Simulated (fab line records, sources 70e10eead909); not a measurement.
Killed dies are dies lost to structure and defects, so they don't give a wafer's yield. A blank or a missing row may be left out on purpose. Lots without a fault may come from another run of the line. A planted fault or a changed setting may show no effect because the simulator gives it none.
Which tool did it? | flow nand_harc | 23 lots, 69 wafers sampled, at 1 step of a route of 1159

WHAT THE GAUGES READ, wafer by wafer
NHARC_A_CONTACT_CD_MEAS_42: target cd 200 nm.
lot  | measured     | on        | cd_nm (nm)
L075 | day 16 09:13 | cd_sem-01 | 200.2 200.6 200.0
L074 | day 16 09:29 | cd_sem-02 | 199.9 199.4 200.0
L079 | day 16 20:06 | cd_sem-03 | 199.5 199.1 198.6
L076 | day 16 20:25 | cd_sem-03 | 199.7 199.8 200.4
L077 | day 17 00:34 | cd_sem-03 | 200.5 199.6 200.0
L080 | day 17 11:49 | cd_sem-01 | 200.1 200.8 200.4
L081 | day 17 23:46 | cd_sem-03 | 200.0 200.0 199.6
L078 | day 18 02:01 | cd_sem-01 | 198.6 199.2 200.0
L082 | day 18 15:01 | cd_sem-02 | 200.5 200.3 199.7
L083 | day 18 15:35 | cd_sem-02 | 200.7 200.6 200.2
L086 | day 19 05:19 | cd_sem-03 | 199.7 199.6 200.0
L085 | day 19 15:54 | cd_sem-02 | 199.8 200.1 200.0
L087 | day 19 20:01 | cd_sem-03 | 199.6 199.8 200.7
L088 | day 20 05:25 | cd_sem-02 | 200.4 200.2 200.0
L092 | day 20 05:42 | cd_sem-01 | 199.9 200.7 200.1
L089 | day 20 10:58 | cd_sem-03 | 200.7 200.3 200.7
L090 | day 20 11:28 | cd_sem-03 | 200.3 199.9 199.7
L091 | day 20 17:11 | cd_sem-03 | 200.2 199.4 199.7
L093 | day 21 03:04 | cd_sem-01 | 200.4 199.6 200.4
L094 | day 21 19:14 | cd_sem-01 | 199.7 199.5 199.6
L096 | day 22 00:01 | cd_sem-01 | 200.3 199.9 200.1
L095 | day 22 01:14 | cd_sem-02 | 200.0 198.9 199.6
L097 | day 22 06:24 | cd_sem-03 | 199.6 199.0 199.7

WHICH TOOL RAN EACH LOT (tool, then ch and the chambers of the sampled wafers, then the start)
The record holds no process step before these readings.

WHAT THE TOOLS THEMSELVES READ (means of the sampled wafers that have a number; where no wafer has one, the mark that the record gives instead)
The record holds no such reading with a usual standard deviation.

THE ANSWER, worked out from the rows above alone
Rule: what is usual is taken from the lots themselves. Put in order of their means at a reading, lots are off if they are a third of the lots or fewer, leave a main group of 4 or more, and stand apart from it by a gap of 3 or more times the standard deviation of the main group's means; of several such gaps the widest counts. A main group whose means are all the same, to the digits that the tables above print for the reading, isn't used. A lot without any number at a reading at which 4 lots or more have one is off too. The other lots that the step has rows for count as sound. The gauges are gone through in route order, then the tools' own readings, and for those a lot's mean is taken as printed above. The first step at which some lot is off is used, and at that step the reading that is off furthest; a lot without a number counts as furthest.
No lot is off at any reading shown: from this, nothing can be told.

WHAT THE SIMULATOR HAD PUT IN
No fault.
